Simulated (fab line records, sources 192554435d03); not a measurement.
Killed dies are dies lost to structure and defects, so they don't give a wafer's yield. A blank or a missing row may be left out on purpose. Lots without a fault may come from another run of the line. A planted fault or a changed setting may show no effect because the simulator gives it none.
Chamber matching | flow n5_finfet | N5_SDB_ETCH_17 on rie_diel-05: 4 sister chambers
The step etches SiARC in CF4, target depth 23.4 nm, time 39 s. 20 wafers are shown with their chamber, then 10 later ones without.

WAFERS WITH THEIR CHAMBER
wafer  | chamber | throttle_valve_pct (%) | drypump_motor_current_A (A) | showerhead_plenum_p_Torr (Torr)
L074.2 | 0       | 15.22                  | 5.55                        | 2.16
L074.3 | 3       | 15.89                  | 5.86                        | 2.14
L074.6 | 3       | 15.91                  | 5.87                        | 2.14
L076.1 | 2       | 15.61                  | 6.13                        | 2.17
L076.4 | 1       | 15.55                  | 5.81                        | 2.20
L076.5 | 1       | 15.54                  | 5.79                        | 2.20
L078.1 | 1       | 15.54                  | 5.81                        | 2.20
L078.2 | 2       | 15.62                  | 6.14                        | 2.16
L078.3 | 3       | 15.92                  | 5.83                        | 2.14
L079.2 | 2       | 15.61                  | 6.14                        | 2.16
L079.4 | 0       | 15.27                  | 5.57                        | 2.16
L079.6 | 3       | 15.89                  | 5.85                        | 2.14
L083.2 | 3       | 15.91                  | 5.93                        | 2.13
L083.3 | 2       | 15.64                  | 6.13                        | 2.16
L083.5 | 3       | 15.92                  | 5.94                        | 2.13
L084.1 | 2       | 15.62                  | 6.15                        | 2.16
L084.4 | 3       | 15.93                  | 5.91                        | 2.13
L084.6 | 0       | 15.28                  | 5.59                        | 2.16
L085.2 | 0       | 15.27                  | 5.58                        | 2.16
L085.3 | 2       | 15.65                  | 6.14                        | 2.16

SIGNATURES (means of the wafers above)
reading                  | chamber 0 | chamber 1 | chamber 2 | chamber 3 | scatter within a chamber
throttle_valve_pct       | 15.2600   | 15.5433   | 15.6250   | 15.9100   | 0.0177
drypump_motor_current_A  | 5.5725    | 5.8033    | 6.1383    | 5.8843    | 0.0276
showerhead_plenum_p_Torr | 2.1600    | 2.2000    | 2.1617    | 2.1357    | 0.00399
Rule: a wafer's distance from a chamber is the root of the sum, over the readings, of the square of ((its reading less the chamber's mean) divided by the reading's scatter). The wafer belongs to the nearest chamber; if the next one is less than 2 further off, it can't be placed. The scatter: the root of (the sum of the squares of (reading less its chamber's mean) over the shown wafers, divided by (wafers less chambers)).

WAFERS WITHOUT THEIR CHAMBER
wafer  | throttle_valve_pct (%) | drypump_motor_current_A (A) | showerhead_plenum_p_Torr (Torr)
L085.6 | 15.29                  | 5.57                        | 2.16
L086.2 | 15.30                  | 5.56                        | 2.15
L086.3 | 15.65                  | 6.12                        | 2.16
L086.4 | 15.65                  | 6.12                        | 2.16
L087.1 | 15.08                  | 5.83                        | 2.19
L087.2 | 15.28                  | 5.55                        | 2.15
L087.6 | 15.06                  | 5.82                        | 2.19
L088.2 | 15.09                  | 5.80                        | 2.19
L088.5 | 15.07                  | 5.82                        | 2.19
L088.6 | 15.65                  | 6.14                        | 2.16

WHICH CHAMBER EACH WENT THROUGH
wafer  | from the rows above | in truth
L085.6 | 0                   | 0
L086.2 | 0                   | 0
L086.3 | 2                   | 2
L086.4 | 2                   | 2
L087.1 | 0                   | 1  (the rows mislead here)
L087.2 | 0                   | 0
L087.6 | 0                   | 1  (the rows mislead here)
L088.2 | 0                   | 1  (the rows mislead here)
L088.5 | 0                   | 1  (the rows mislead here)
L088.6 | 2                   | 2
Placed correctly: 6 of 10. Can't be placed from these rows: 0. Placed wrongly: 4.
